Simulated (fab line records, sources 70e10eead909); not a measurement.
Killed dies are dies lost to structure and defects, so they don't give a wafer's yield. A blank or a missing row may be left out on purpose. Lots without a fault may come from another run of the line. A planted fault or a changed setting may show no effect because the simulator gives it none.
Which tool did it? | flow nand_harc | 13 lots, 39 wafers sampled, at 5 steps of a route of 1159

WHAT THE GAUGES READ, wafer by wafer
NHARC_THIN_TSV_CD_MEAS_33: target cd 5000 nm. Usual: cd_nm 5001.4 nm, standard deviation 2.3.
lot  | measured     | on        | cd_nm (nm)           | flag
L758 | day 19 09:48 | cd_sem-01 | 5001.4 5000.7 5006.7 |
L762 | day 19 16:31 | cd_sem-03 | 4997.0 5004.6 4996.4 |
L761 | day 19 17:59 | cd_sem-03 | 5001.0 4998.7 5003.3 |
L764 | day 20 04:00 | cd_sem-03 | 5000.8 5002.2 5002.7 |
L766 | day 20 06:23 | cd_sem-01 | 5000.0 5000.8 5005.5 |
L765 | day 20 17:01 | cd_sem-01 | 5000.9 5002.0 5000.1 |
L767 | day 21 01:26 | cd_sem-03 | 5002.1 4998.1 5001.1 |
L768 | day 21 00:10 | cd_sem-03 | 5000.7 5001.9 5001.7 |
L772 | day 21 19:07 | cd_sem-01 | 4998.7 5004.2 5000.3 |
L771 | day 21 18:10 | cd_sem-01 | 5000.1 5000.7 5006.7 |
L770 | day 22 00:55 | cd_sem-01 | 5002.2 5002.0 5000.3 |
L778 | day 23 13:48 | cd_sem-03 | 4997.8               |
L777 | day 23 12:55 | cd_sem-01 | 4999.6 5004.4        |

NHARC_END_SORT_01. Usual: defect_limited_yield 96.0 %, standard deviation 1.3; killed_at_array 24, standard deviation 8.4; killed_at_other 0.7, standard deviation 1.1; killed_at_periphery 2.9, standard deviation 1.7; killed_dies 27, standard deviation 8.6; killed_open 3.3, standard deviation 1.8; killed_short 1.8, standard deviation 1.4; sort_bin_2_pct 1.3 %, standard deviation 0.56; sort_bin_3_pct 0.19 %, standard deviation 0.18; sort_bin_4_pct 2.6 %, standard deviation 0.84; sort_n_pass 650, standard deviation 8.6; sort_rim_yield_pct 96.1 %, standard deviation 2.3; sort_yield_pct 96.0 %, standard deviation 1.3.
lot  | measured     | on        | defect_limited_yield (%) | killed_at_array | killed_at_other | killed_at_periphery | killed_dies | killed_open | killed_short | sort_bin_2_pct (%) | sort_bin_3_pct (%) | sort_bin_4_pct (%) | sort_n_pass | sort_rim_yield_pct (%) | sort_yield_pct (%) | flag
L778 | day 23 21:20 | prober-02 | 94.7 0 0.1               | 31 673 671      | 1 0 0           | 4 4 5               | 36 677 676  | 4 2 7       | 2 3 4        | 2.1 95.4 96.3      | 0.15 0.44 0.30     | 3.1 4.1 3.2        | 641 0 1     | 94.3 0 0               | 94.7 0 0.1         | OFF
L777 | day 23 21:25 | prober-01 | 95.7 0 96.3              | 24 674 21       | 0 1 0           | 5 2 4               | 29 677 25   | 1 3 4       | 2 2 0        | 1.9 96.3 1.2       | 0.15 0.74 0        | 2.2 3.0 2.5        | 648 0 652   | 95.3 0 90.6            | 95.7 0 96.3        | OFF

WHICH TOOL RAN EACH LOT (tool, then ch and the chambers of the sampled wafers, then the start)
lot  | NHARC_A_M1_PVD_21            | NHARC_A_BONDPAD_CMP_19        | NHARC_THIN_TSV_DEP_43
L758 | pvd_sputter-02, day 18 02:19 | cmp-04 ch 0,2,3, day 18 07:56 | pecvd-02 ch 0,2, day 19 02:55
L762 | pvd_sputter-03, day 18 12:33 | cmp-03 ch 1,2,3, day 18 18:25 | pecvd-04 ch 1,2, day 19 09:47
L761 | pvd_sputter-01, day 18 18:07 | cmp-01 ch 0,1,3, day 18 23:58 | pecvd-02 ch 0,1, day 19 11:05
L764 | pvd_sputter-02, day 19 02:44 | cmp-01 ch 0,2,3, day 19 08:39 | pecvd-02 ch 0,1,2, day 19 20:54
L766 | pvd_sputter-01, day 19 04:02 | cmp-01 ch 0,1, day 19 09:48   | pecvd-03 ch 0,1,2, day 19 22:10
L765 | pvd_sputter-01, day 19 16:22 | cmp-04 ch 0,2, day 19 21:56   | pecvd-02 ch 1,2, day 20 10:16
L767 | pvd_sputter-02, day 19 23:14 | cmp-01 ch 0,1, day 20 05:09   | pecvd-04 ch 1,2, day 20 18:40
L768 | pvd_sputter-01, day 20 00:02 | cmp-04 ch 0,1,3, day 20 06:10 | pecvd-04 ch 0,2, day 20 17:20
L772 | pvd_sputter-02, day 20 15:25 | cmp-03 ch 1,2,3, day 20 21:01 | pecvd-03 ch 0,1,2, day 21 12:27
L771 | pvd_sputter-01, day 20 15:51 | cmp-04 ch 0,1,3, day 20 21:26 | pecvd-03 ch 0,2, day 21 11:12
L770 | pvd_sputter-01, day 20 23:12 | cmp-01 ch 0,2, day 21 05:37   | pecvd-02 ch 0,2, day 21 17:54
L778 | pvd_sputter-01, day 22 06:56 | cmp-04 ch 0, day 22 14:08     | pecvd-02 ch 2, day 23 06:33
L777 | pvd_sputter-01, day 22 07:59 | cmp-03 ch 0,1, day 22 14:45   | pecvd-03 ch 0,1, day 23 05:31
- NHARC_A_M1_PVD_21: deposits Cu, target thk 30 nm, time 20.49 s.
- NHARC_A_BONDPAD_CMP_19: polishes, t overpolish 30 s, cu recess touch 16 s, target thk 169.8 nm.
- NHARC_THIN_TSV_DEP_43: deposits SiO2, target thk 1328.5 nm.

WHAT THE TOOLS THEMSELVES READ (means of the sampled wafers that have a number; where no wafer has one, the mark that the record gives instead)
NHARC_A_M1_PVD_21. Usual: throttle_valve_pct 29.7 %, standard deviation 0.96.
lot  | tool           | throttle_valve_pct (%) | flag
L758 | pvd_sputter-02 | 29.4                   |
L762 | pvd_sputter-03 | 29.6                   |
L761 | pvd_sputter-01 | 30.7                   |
L764 | pvd_sputter-02 | 29.6                   |
L766 | pvd_sputter-01 | 29.4                   |
L765 | pvd_sputter-01 | 29.2                   |
L767 | pvd_sputter-02 | 29.1                   |
L768 | pvd_sputter-01 | 30.3                   |
L772 | pvd_sputter-02 | 28.9                   |
L771 | pvd_sputter-01 | 29.9                   |
L770 | pvd_sputter-01 | 30.1                   |
L778 | pvd_sputter-01 | 30.4                   |
L777 | pvd_sputter-01 | 29.9                   |

NHARC_A_BONDPAD_CMP_19. Usual: motor_current_A 12.2 A, standard deviation 1.2; overpolish_run_s 30.001 s, standard deviation 0.0088; retaining_ring_pressure_frac 1.000, standard deviation 0.0046.
lot  | tool   | motor_current_A (A) | overpolish_run_s (s) | retaining_ring_pressure_frac | flag
L758 | cmp-04 | 11.7                | 30.006               | 0.995                        |
L762 | cmp-03 | 12.0                | 29.995               | 0.999                        |
L761 | cmp-01 | 12.4                | 30.010               | 0.998                        |
L764 | cmp-01 | 12.1                | 30.002               | 0.999                        |
L766 | cmp-01 | 12.8                | 29.996               | 1.001                        |
L765 | cmp-04 | 12.2                | 29.998               | 1.000                        |
L767 | cmp-01 | 12.9                | 30.003               | 1.003                        |
L768 | cmp-04 | 12.2                | 30.000               | 0.997                        |
L772 | cmp-03 | 12.5                | 29.994               | 1.000                        |
L771 | cmp-04 | 12.1                | 29.999               | 0.996                        |
L770 | cmp-01 | 12.1                | 30.004               | 0.998                        |
L778 | cmp-04 | 12.5                | 30.009               | 0.998                        |
L777 | cmp-03 | 11.9                | 30.014               | 0.998                        |

NHARC_THIN_TSV_DEP_43. Usual: throttle_valve_pct 15.6 %, standard deviation 0.67.
lot  | tool     | throttle_valve_pct (%) | flag
L758 | pecvd-02 | 14.9                   |
L762 | pecvd-04 | 15.6                   |
L761 | pecvd-02 | 15.0                   |
L764 | pecvd-02 | 14.9                   |
L766 | pecvd-03 | 16.3                   |
L765 | pecvd-02 | 15.0                   |
L767 | pecvd-04 | 15.6                   |
L768 | pecvd-04 | 16.6                   |
L772 | pecvd-03 | 16.2                   |
L771 | pecvd-03 | 16.2                   |
L770 | pecvd-02 | 15.3                   |
L778 | pecvd-02 | 15.2                   |
L777 | pecvd-03 | 16.0                   |

THE ANSWER, worked out from the rows above alone
Rule: a lot is off if the mean of its wafers that have a number lies more than 3 standard deviations from the usual mean. A lot without any number at a reading at which 4 lots or more have one is off too. The other lots that the step has rows for count as sound. The gauges are gone through in route order, then the tools' own readings, and for those a lot's mean is taken as printed above. The first step at which some lot is off is used, and at that step the reading that is off furthest; a lot without a number counts as furthest.
Off: L778, L777, at NHARC_END_SORT_01 (sort_bin_2_pct). Neither off nor sound, because the step has no rows for them: L758, L762, L761, L764, L766, L765, L767, L768, L772, L771, L770.
A tool fits if, at a process step before that reading, it ran every lot that is off, and no sound lot after the first of them. The gauges at NHARC_END_SORT_01 are tried like those tools. One fits: pvd_sputter-01 at NHARC_A_M1_PVD_21. It ran no sound lot before its first lot that is off in this sample, so the start can't be narrowed down.

WHAT THE SIMULATOR HAD PUT IN
Process parameter drift: pvd_sputter-01, from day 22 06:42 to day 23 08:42, at NHARC_A_M1_PVD_21. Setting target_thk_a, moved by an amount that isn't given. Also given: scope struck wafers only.
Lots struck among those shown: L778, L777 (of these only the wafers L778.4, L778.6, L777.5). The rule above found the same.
